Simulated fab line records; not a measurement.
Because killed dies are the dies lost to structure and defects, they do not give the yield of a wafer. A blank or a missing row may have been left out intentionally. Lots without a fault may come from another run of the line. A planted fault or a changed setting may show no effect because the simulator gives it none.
fab line records	flow n5_finfet
record: lots: 5	wafers: 15	last_day: 15
route steps=1938 shown BEOL_M9@1437 BEOL_M10@1470 BEOL_M15@1830
lots untouched by any fault: they come from a run of this same line in which no faults occurred
start_h: start of the lot's first displayed wafer, in hours after the record's first day	wait_h: hours elapsed since this lot's preceding step	" same as the row above	L1.1+2: a row that stands for several wafers	- no value, or no start given	* or withheld: withheld	< > ~ a bound
route shown NAME@n: a module of which the file shows steps, and the number in the route of the first	usual: mean and standard deviation over wafers with no fault	same: alike in all rows	chamber/n: place in a boat	sites: the reading at each site	_std_site: the values' standard deviation	_edge_site: mean of outer sites minus mean of inner sites	radius_mm: for every site, how far away it sits from the centre of the wafer	mask NAME#n: copy n	behind: the tool/chamber that last shaped the wafer	hold: what put the lot on hold/how long, in hours/how the hold closed	device: the transistor (n, p or np) that didn't switch	end of line: the same wafers' tests at the end of the route	a step with no rows: only its recipe	killed: dies lost to structure and defects at the first sort, not the wafer's yield	map: shows each die of a wafer: x if killed, . if not, _ if none is there
set.NAME: the setting the step ran with; set.NAME@STEP: the setting that earlier step ran with	model.NAME: the simulator's own value behind a step, which no gauge read
lots at selected steps of the route; one table per step, one row per wafer
services: from which hour (start_h, from the record's first day; less than 0 if before it) a tool's chamber was out of use, for how many hours, and why
== steps ==
step: N5_BEOL_M9_DESCUM_33
recipe: chemistry: O2	time_s: 7	source_power_w: 50	bias_power_w: 20	pressure_mtorr: 20	rf_frequency_hz: 2.712e+07	temp_c: 40	resist: CAR-EUV	o2_flow_sccm: 225
step: N5_BEOL_M9_ETCH_76
recipe: chemistry: N2/H2	target: underlayer	target_depth_a: 65	mask_material: CAR-EUV	time_s: 5.2	ion_energy_ev: 200	pressure_mtorr: 30	source_w: 840	bias_w: 150	n2_flow_sccm: 200	h2_flow_sccm: 200	ends: cleared
step: N5_BEOL_M9_ETCH_65
recipe: chemistry: CF4	target: SiARC	target_depth_a: 156	mask_material: CAR-EUV	time_s: 26	ion_energy_ev: 80	pressure_mtorr: 40	source_w: 545	bias_w: 36	Ar_flow_sccm: 100	cf4_flow_sccm: 100	ends: cleared
step: N5_BEOL_M9_ETCH_66
recipe: chemistry: N2/H2	target: SOC	target_depth_a: 800	overetch_a: 160	mask_material: SiARC	temp_c: 40	time_s: 120	ion_energy_ev: 200	pressure_mtorr: 30	source_w: 840	bias_w: 150	n2_flow_sccm: 200	h2_flow_sccm: 200
step: N5_BEOL_M9_STRIP_69
recipe: chemistry: N2/H2	temp_c: 40	n2_flow_sccm: 200	h2_flow_sccm: 200	rf_frequency_hz: 6e+07
step: N5_BEOL_M9_STRIP_77
recipe: chemistry: N2/H2	temp_c: 40	n2_flow_sccm: 200	h2_flow_sccm: 200	rf_frequency_hz: 6e+07
step: N5_BEOL_M9_VIA_ETCH_34
recipe: chemistry: C4F6/O2	target: SiCOH_lowk	target_depth_a: 1824	mask_material: SOC	taper_deg: 4	time_s: 68.4	ion_energy_ev: 250	pressure_mtorr: 30	source_w: 345	bias_w: 185	Ar_flow_sccm: 300	C4F6_flow_sccm: 10	O2_flow_sccm: 10
step: N5_BEOL_M9_STRIP_73
recipe: chemistry: C4F6/O2	resist: SiARC	rf_frequency_hz: 6e+07
step: N5_BEOL_M9_STRIP_36
recipe: chemistry: N2/H2	power_w: 450	temp_c: 40	pressure_mtorr: 20	rf_frequency_hz: 6e+07	overash_fraction: 0.3	bias_power_w: 7	h2_frac: 0.5	n2_flow_sccm: 200	h2_flow_sccm: 200
step: N5_BEOL_M9_TRENCH_ETCH_37
recipe: chemistry: C4F6/O2	target_depth_a: 1514.3	target: SiCOH_lowk	time_s: 49	ion_energy_ev: 250	pressure_mtorr: 30	source_w: 345	bias_w: 185	Ar_flow_sccm: 300	C4F6_flow_sccm: 10	O2_flow_sccm: 10
usual: drypump_motor_current_A: 5.5/0.41	oes_product_au: 0.78/0.067	rf_vpp_V: 652/21	run_length_s: 72.5/0.56	showerhead_plenum_p_Torr: 2.85/0.096	throttle_valve_pct: 20.85/0.15	time_s: 49/0
lot.wafer	tool	chamber	start_h	wait_h	drypump_motor_current_A	oes_product_au	rf_hours_counter_h	rf_vpp_V	run_length_s	showerhead_plenum_p_Torr	throttle_valve_pct	time_s	model.etch.depth_nm	model.BEOL_M9.feature_depth_nm	model.TiN_of_BEOL_M9_HM_DEP_02.thk_nm
L741.3	rie_diel-06	2	214.58	-	5.4	0.81	101	650	72.3	2.98	20.78	49	157.4	157.4	15.6
L741.5	"	3	"	"	5.9	0.78	-	630	72.3	2.64	20.65	49	152.8	152.8	15.6
L741.6	"	0	"	"	5.7	0.91	-	674	71.5	2.90	20.71	49	149.9	150	15.6
L747.3	rie_diel-02	0	249.09	-	5.0	0.72	191	685	72.6	2.85	21.01	49	150	150	15.4
L747.4	"	1	"	"	6.0	0.75	167	631	72.6	2.74	20.73	49	150.2	150.2	15.8
L747.5	"	1	"	"	6.0	0.76	-	629	73.3	2.74	20.75	49	151.2	151.2	15.6
L752.2	rie_diel-05	3	287.56	-	5.2	0.80	78	680	61.2	2.88	20.86	34.3	102.2	102.2	17.2
L752.3	"	2	"	"	5.1	0.80	100	680	60.6	2.96	20.70	34.3	106.5	106.4	17.2
L752.6	"	1	"	"	5.9	0.84	-	646	60.3	2.91	21.14	34.3	105.4	105.4	17.2
L754.1	rie_diel-02	3	291.54	-	5.5	0.71	183	644	61.6	2.94	20.96	34.3	104	104	17
L754.2	"	1	"	"	6.0	0.75	182	630	61.1	2.74	20.76	34.3	106.5	106.6	17.2
L754.5	"	2	"	"	5.9	0.69	-	638	60.8	2.79	21.03	34.3	102.8	102.8	17
L753.2	rie_diel-06	1	296.16	-	4.7	0.92	11	627	61.4	2.80	20.63	34.3	105.8	105.8	17.6
L753.4	"	3	"	"	5.9	0.76	173	630	61.0	2.63	20.70	34.3	106	106	17.4
L753.5	"	2	"	"	5.4	0.80	-	648	60.1	2.97	20.81	34.3	109.6	109.6	17.4
step: N5_BEOL_M9_ETCH_41
recipe: chemistry: CH3F/O2	target: SiCN	target_depth_a: 366	taper_deg: 2	time_s: 70.1	ion_energy_ev: 120	mask_material: TiN	pressure_mtorr: 30	source_w: 395	bias_w: 75	Ar_flow_sccm: 150	CH3F_flow_sccm: 30	O2_flow_sccm: 20
step: N5_BEOL_M9_STRIP_80
recipe: chemistry: N2/H2	time_s: 10	power_w: 450	temp_c: 40	pressure_mtorr: 20	rf_frequency_hz: 6e+07	bias_power_w: 7	n2_flow_sccm: 200	h2_flow_sccm: 200
step: N5_BEOL_M9_OCD_MEAS_38
usual: trench_depth_nm: 150/3.2
lot.wafer	tool	chamber	start_h	wait_h	trench_depth_nm
L741.3	ocd-01	-	214.75	-	157
L741.5	"	-	"	"	152
L741.6	"	-	"	"	150
L747.3	ocd-02	-	249.26	-	150
L747.4	"	-	"	"	150
L747.5	"	-	"	"	151
L752.2	ocd-01	-	287.74	-	102
L752.3	"	-	"	"	107
L752.6	"	-	"	"	106
L754.1	ocd-02	-	291.72	-	104
L754.2	"	-	"	"	106
L754.5	"	-	"	"	103
L753.2	ocd-02	-	296.34	-	106
L753.4	"	-	"	"	106
L753.5	"	-	"	"	109
step: N5_BEOL_M9_HM_STRIP_39
recipe: chemistry: peroxide_tin_strip	material: TiN	target_depth_a: 250	temp_c: 50	time_s: 158
step: N5_BEOL_M9_SRD_40
recipe: time_s: 30	temp_c: 23	rinse_liquid: diw	dry: ipa_marangoni
step: N5_BEOL_M9_PRECLEAN_42
recipe: chemistry: residue_remover	time_s: 60	temp_c: 40
step: N5_BEOL_M9_SRD_43
recipe: time_s: 30	temp_c: 23	rinse_liquid: diw	dry: ipa_marangoni
step: N5_BEOL_M9_CURE_72
recipe: temp_c: 370	time_s: 120	ambient: DMADMS/He	material: SiCOH_lowk
step: N5_BEOL_M9_DEGAS_44
recipe: ambient: vacuum	temp_c: 250	time_s: 60
step: N5_BEOL_M9_PRE_CLEAN_45
recipe: gas: H2/He	time_s: 30	temp_c: 250
step: N5_BEOL_M9_ALD_74
recipe: material: TaN	target_thk_a: 20	temp_c: 275	ald_precursor_family: PDMAT	ald_co_reactant: NH3	pressure_torr: 3	carrier_flow_sccm: 1500	pulse_time_s: 2	purge_time_s: 3	co_reactant_purge_time_s: 2	co_reactant_pulse_time_s: 3	ald_cycles: 40	precursor_vessel_temp_c: 75	precursor_vessel_pressure_torr: 26.25	precursor_vessel_carrier_sccm: 1000
step: N5_BEOL_M9_SURFACE_TREAT_79
recipe: gas: Ar	time_s: *	ion_energy_ev: *	ion_current_ma_cm2: 0.5	pressure_mtorr: *	ar_flow_sccm: 30
step: N5_BEOL_M9_CVD_78
recipe: material: Co	target_thk_a: 20	temp_c: withheld	precursor: CCTBA/H2	pressure_torr: 30	time_s: 138.9
step: N5_BEOL_M9_SPUTTER_48
recipe: material: Cu	target_thk_a: 120	temp_c: -20	bias_v: 60	power_w: 26000	chamber_pressure_pa: 0.13	time_s: 2
step: N5_BEOL_M9_ECD_50
recipe: material: Cu	target_thk_a: 3180
step: N5_BEOL_M9_ANNEAL_51
recipe: temp_c: 225	time_s: 90	ambient: N2
step: N5_BEOL_M9_CMP_52
recipe: stop_on: SiCOH_lowk	t_overpolish_s: 7	down_force_psi: 1	platen_rpm: 50	clearing_platen_down_force_psi: 1.5	clearing_platen_rpm: 50	post_cmp_clean: cu_alkaline	target_thk_nm: 140	clearing_platen_pad_velocity_m_s: 0.99484	pad_velocity_m_s: 0.99484
usual: motor_current_A: 6.3/0.7
lot.wafer	tool	chamber	start_h	wait_h	motor_current_A	model.Cu_of_BEOL_M9_ECD_50.thk_nm
L741.3	cmp-01	0	217.06	0.3	6.8	146.8
L741.5	"	1	"	"	5.2	140.6
L741.6	"	2	"	"	6.4	137.8
L747.4	cmp-04	1	252.02	0.2	7.2	139.4
L747.3	"	2	"	"	5.8	139.4
L747.5	"	0	"	"	5.9	139.8
L752.3	cmp-04	3	289.97	0.2	7.3	95.4
L752.2	"	0	"	"	6.1	89
L752.6	"	2	"	"	5.6	95.2
L754.1	cmp-04	3	294.10	0.3	7.1	91.8
L754.2	"	0	"	"	5.9	96
L754.5	"	1	"	"	7.1	90.4
L753.2	cmp-02	1	298.39	0.2	6.9	94.8
L753.4	"	2	"	"	5.7	94.8
L753.5	"	0	"	"	6.6	98
step: N5_BEOL_M9_THK_MEAS_53
recipe: thk_meas_gauge: xrf	reads: Cu_of_BEOL_M9_ECD_50
usual: M9_THK: 139/3.6
lot.wafer	tool	chamber	start_h	wait_h	M9_THK[nm]
L741.3	film_metro-02	-	217.24	-	147
L741.5	"	-	"	"	140
L741.6	"	-	"	"	138
L747.3	film_metro-01	-	252.25	-	141
L747.4	"	-	"	"	141
L747.5	"	-	"	"	142
L752.2	film_metro-01	-	290.19	-	89
L752.3	"	-	"	"	95
L752.6	"	-	"	"	95
L754.1	film_metro-02	-	294.31	-	92
L754.2	"	-	"	"	96
L754.5	"	-	"	"	91
L753.2	film_metro-01	-	298.65	-	95
L753.4	"	-	"	"	95
L753.5	"	-	"	"	98
step: N5_BEOL_M9_PRE_CLEAN_55
recipe: gas: NH3	time_s: 15	temp_c: withheld	rf_power_w: 300
step: N5_BEOL_M9_DEP_56
recipe: material: SiCN	target_thk_a: 150	temp_c: withheld	precursor: 3MS/NH3	pressure_torr: 3	rf_w: 202	time_s: 26.5
step: N5_BEOL_M9_RS_MEAS_57
recipe: thk_meas_gauge: four-point-probe	reads: Cu_of_BEOL_M9_ECD_50+Co_of_BEOL_M9_CVD_78+TaN_of_BEOL_M9_ALD_74
usual: M9_RS: 0.153/0.0042
lot.wafer	tool	chamber	start_h	wait_h	M9_RS[ohm/sq]
L741.3	film_metro-02	-	217.37	0.1	0.143
L741.5	"	-	"	"	0.150
L741.6	"	-	"	"	0.153
L747.3	film_metro-02	-	252.38	0.1	0.151
L747.4	"	-	"	"	0.151
L747.5	"	-	"	"	0.151
L752.2	film_metro-02	-	290.32	0.1	0.251
L752.3	"	-	"	"	0.232
L752.6	"	-	"	"	0.233
L754.1	film_metro-01	-	294.45	0.1	0.243
L754.2	"	-	"	"	0.231
L754.5	"	-	"	"	0.248
L753.2	film_metro-01	-	298.84	0.1	0.234
L753.4	"	-	"	"	0.234
L753.5	"	-	"	"	0.225
step: N5_BEOL_M10_ILD_DEP_00
recipe: material: SiCOH_lowk	target_thk_a: 3085.1	temp_c: 300	precursor: DEMS/porogen	pressure_torr: 5	rf_w: 500	time_s: 58
step: N5_BEOL_M10_CURE_71
recipe: temp_c: 385	time_s: 240	ambient: He/Ar	material: SiCOH_lowk
step: N5_BEOL_M10_PECVD_70
recipe: material: SiO2	target_thk_a: 200	temp_c: 400	precursor: TEOS/O2	pressure_torr: 5.5	rf_w: 450	teos_flow_sccm: 53.8	gas: O2	flow_sccm: 3000	time_s: 22.7
step: N5_BEOL_M10_HM_DEP_02
recipe: material: TiN	target_thk_a: 200	temp_c: 25	chamber_pressure_pa: 0.49996
step: N5_BEOL_M10_COAT_59
recipe: resist: SOC	temp_c: 250	time_s: 60	spin_rpm: 1500	resist_thk_nm: 100
step: N5_BEOL_M15_RC_MEAS_101
usual: COMB_M10: 1.5e-11/3.3e-12	COMB_M11: 1.46e-11/2.8e-12	COMB_M12: 7e-12/1.5e-12	COMB_M13: 5.4e-12/1.1e-12	COMB_M14: 3.9e-12/1e-12	COMB_M14_max_site: 5.4e-12/1.4e-12	COMB_M15: 3e-12/8e-13	COMB_M15_max_site: 4.1e-12/1e-12	COMB_M5: 3.6e-11/7.3e-12	COMB_M6: 2.7e-11/4.4e-12	COMB_M7: 2.6e-11/5.2e-12	COMB_M7_max_site: 3.7e-11/8.9e-12	COMB_M8: 2.7e-11/5.3e-12	SERP_M10: 3.00/0.11	SERP_M11: 3.12/0.096	SERP_M12: 0.636/0.021	SERP_M13: 0.312/0.0068	SERP_M14: 0.159/0.0059	SERP_M5: 39.4/1.8	SERP_M6: 13.6/0.64	SERP_M7: 14.1/0.64	SERP_M8: 14.0/0.79	SERP_M9: 3.09/0.09	SERP_M9_max_site: 3.18/0.094
lot.wafer	tool	chamber	start_h	wait_h	COMB_M10[S/m]	COMB_M11[S/m]	COMB_M12[S/m]	COMB_M13[S/m]	COMB_M14[S/m]	COMB_M14_max_site[S/m]	COMB_M15[S/m]	COMB_M15_max_site[S/m]	COMB_M5[S/m]	COMB_M6[S/m]	COMB_M7[S/m]	COMB_M7_max_site[S/m]	COMB_M8[S/m]	SERP_M10[ohm/um]	SERP_M11[ohm/um]	SERP_M12[ohm/um]	SERP_M13[ohm/um]	SERP_M14[ohm/um]	SERP_M5[ohm/um]	SERP_M6[ohm/um]	SERP_M7[ohm/um]	SERP_M8[ohm/um]	SERP_M9[ohm/um]	SERP_M9_max_site[ohm/um]
L741.3	prober-01	0	258.19	0.3	1.6e-11	1.34e-11	5.4e-12	4.9e-12	2.5e-12	3.5e-12	2e-12	2.9e-12	3.1e-11	1.9e-11	2.5e-11	3.6e-11	2.2e-11	3.09	3.18	0.691	0.311	0.169	38.0	15.4	14.6	15.8	2.93	3.02
L741.5	"	0	"	"	1.9e-11	1.35e-11	8.2e-12	5.9e-12	2.7e-12	3.5e-12	1.9e-12	2.1e-12	4.4e-11	1.6e-11	2.7e-11	4.2e-11	2.1e-11	3.00	3.15	0.665	0.305	0.151	37.9	13.8	14.4	15.5	3.10	3.18
L741.6	"	0	"	"	1.4e-11	1e-11	5e-12	3.9e-12	2.7e-12	3.7e-12	2.4e-12	3.7e-12	4.7e-11	2.6e-11	2.7e-11	4e-11	2.1e-11	3.05	3.00	0.681	0.300	0.167	40.1	14.2	13.9	15.4	3.00	3.17
L747.3	prober-02	0	292.32	0.6	1.1e-11	1.15e-11	6e-12	7.4e-12	4.5e-12	6.8e-12	3.6e-12	4.5e-12	3.3e-11	1.9e-11	2.9e-11	3.7e-11	2.3e-11	3.17	3.02	0.630	0.316	0.161	37.6	13.0	12.8	14.6	3.02	3.16
L747.4	"	0	"	"	1.4e-11	1.11e-11	5.5e-12	6.3e-12	5.5e-12	6.7e-12	3.8e-12	4.7e-12	3.5e-11	2.4e-11	3.3e-11	3.8e-11	3.2e-11	3.00	3.18	0.619	0.310	0.163	39.5	13.5	12.9	15.5	3.11	3.18
L747.5	"	0	"	"	1.4e-11	1.5e-11	5.5e-12	6.4e-12	5e-12	7.1e-12	3.7e-12	5e-12	4e-11	2.4e-11	2.5e-11	3.3e-11	3.3e-11	3.03	3.27	0.615	0.305	0.164	40.4	13.3	13.0	14.4	3.04	3.15
L752.2	prober-01	0	342.01	0.2	1.1e-11	1.39e-11	6.1e-12	3.3e-12	4.1e-12	7.1e-12	1.8e-12	3e-12	3.3e-11	3e-11	1.9e-11	2.8e-11	4.9e-11	3.09	2.99	0.613	0.320	0.161	40.2	13.2	13.7	14.9	5.05	5.31
L752.3	"	0	"	"	1.1e-11	1.08e-11	6.5e-12	5.3e-12	4e-12	5.5e-12	1.8e-12	2.8e-12	5.1e-11	2.5e-11	2.7e-11	3.5e-11	2.9e-11	2.90	3.04	0.635	0.312	0.162	41.2	12.3	13.3	12.8	4.78	4.87
L752.6	"	0	"	"	1.8e-11	1.46e-11	6.1e-12	4.9e-12	3.8e-12	4.5e-12	2e-12	2.9e-12	3.3e-11	2.3e-11	2.3e-11	2.8e-11	3.1e-11	2.91	2.96	0.647	0.321	0.160	39.6	13.9	14.4	15.3	4.65	4.90
L753.2	prober-01	0	346.11	0.2	1.5e-11	1.34e-11	6.2e-12	6.9e-12	2.8e-12	4e-12	2.8e-12	3.9e-12	3.2e-11	3.1e-11	2.2e-11	2.8e-11	2.4e-11	2.79	2.92	0.642	0.317	0.158	39.4	13.8	14.6	14.0	4.86	4.96
L753.4	"	0	"	"	1.8e-11	1.13e-11	6.7e-12	4.8e-12	3e-12	4.5e-12	2.4e-12	4.2e-12	3.6e-11	3.5e-11	2.4e-11	3.5e-11	2.2e-11	2.94	3.23	0.673	0.316	0.167	37.9	12.9	13.5	14.2	4.80	4.88
L753.5	"	0	"	"	1.7e-11	1.68e-11	4.8e-12	5.1e-12	3.2e-12	4.4e-12	2.5e-12	3.6e-12	5e-11	2.3e-11	2.7e-11	3.4e-11	3.5e-11	2.93	2.93	0.652	0.320	0.168	41.1	13.4	15.0	14.5	4.69	4.85
L754.1	prober-01	0	349.41	0.0	1.7e-11	1.69e-11	5.1e-12	4.8e-12	2.6e-12	3.3e-12	3.5e-12	4.9e-12	2.6e-11	2.2e-11	1.8e-11	2.2e-11	3.6e-11	2.88	3.18	0.609	0.308	0.157	38.1	13.5	14.2	13.2	4.61	4.81
L754.2	"	0	"	"	1.8e-11	1.16e-11	5.8e-12	4.4e-12	2.9e-12	3.4e-12	2.3e-12	3.3e-12	2.8e-11	3.3e-11	2.1e-11	3e-11	2.3e-11	2.92	3.13	0.634	0.305	0.166	40.7	12.4	13.6	13.9	4.60	4.83
L754.5	"	0	"	"	1.5e-11	1.35e-11	6.5e-12	6.9e-12	2.8e-12	3.7e-12	2e-12	2.6e-12	4.7e-11	2e-11	1.9e-11	2.3e-11	2.6e-11	2.99	3.21	0.629	0.313	0.157	39.8	13.2	14.6	14.5	4.87	4.92
sites SERP_M9 radius_mm=0,75,75,75,75,140,140,140,140
L741.3 2.97 3.00 2.99 2.93 3.02 2.91 2.85 2.83 2.92
L747.3 2.91 2.97 3.02 2.94 2.99 3.02 3.15 3.16 3.12
L752.2 4.91 4.98 4.95 4.91 5.05 5.26 5.30 5.26 5.31
L753.2 4.96 4.89 4.86 4.88 4.95 4.67 4.64 4.66 4.58
L754.1 4.52 4.61 4.59 4.60 4.61 4.79 4.77 4.73 4.81
== services ==
tool	chamber	start_h	hours	kind
cmp-02	-	193.29	4.0	pm
cmp-02	-	197.29	-	consumable_replace:conditioner
cmp-02	-	197.29	-	consumable_replace:pad
cmp-02	-	197.29	14.1	pm
rie_diel-05	2	208.68	3.8	repair
rie_diel-05	0	221.63	2.8	repair
cmp-04	-	234.49	4.0	pm
rie_diel-06	1	237.52	-	clean
rie_diel-06	1	237.52	-	consumable_replace:focus_ring
rie_diel-06	1	237.52	21.4	scheduled_down
rie_diel-06	1	237.52	21.4	vent_cycle
cmp-04	-	238.49	-	consumable_replace:conditioner
cmp-04	-	238.49	-	consumable_replace:pad
cmp-01	-	259.28	1.8	repair
rie_diel-06	3	272.94	8.2	repair
rie_diel-05	2	292.50	6.9	repair
cmp-04	-	294.47	5.7	pm
== key ==
first_sign: step: N5_BEOL_M9_TRENCH_ETCH_37	reading: time_s	direction: down	sigmas: 99+	usual: *	struck: *
effect: step: N5_BEOL_M9_TRENCH_ETCH_37	reading: run_length_s	direction: down	sigmas: 21	usual: *	struck: *
effect: step: N5_BEOL_M9_OCD_MEAS_38	reading: trench_depth_nm	direction: down	sigmas: 14	usual: 150	struck: 105
effect: step: N5_BEOL_M9_THK_MEAS_53	reading: M9_THK	direction: down	sigmas: 12	usual: 139	struck: 94
effect: step: N5_BEOL_M9_RS_MEAS_57	reading: M9_RS	direction: up	sigmas: 20	usual: 0.153	struck: 0.237
effect: step: N5_BEOL_M15_RC_MEAS_101	reading: SERP_M9	direction: up	sigmas: 19	usual: 3.09	struck: 4.77
model_effect: step: N5_BEOL_M9_TRENCH_ETCH_37	value: etch.depth_nm	without: 150.6	struck: 105.4
model_effect: step: N5_BEOL_M9_CMP_52	value: Cu_of_BEOL_M9_ECD_50.thk_nm	without: 139.2	struck: 93.93
met_at N5_BEOL_M9_TRENCH_ETCH_37
struck_wafers L752.2,L752.3,L752.6,L753.2,L753.4,L753.5,L754.1,L754.2,L754.5
sort_left_out L752.2,L752.3,L752.6,L753.2,L753.4,L753.5,L754.1,L754.2,L754.5
onset_between 249.09 287.56
fault: kind: recipe_version_skew	tool: rie_diel-02,rie_diel-05,rie_diel-06	chamber: -	onset_h: 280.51	steps: N5_BEOL_M9_TRENCH_ETCH_37	wrong_recipe.time_s: *
sort_left_out: the simulated sort isn't trusted on such a fault, so these wafers' sort isn't shown, and their yield isn't known
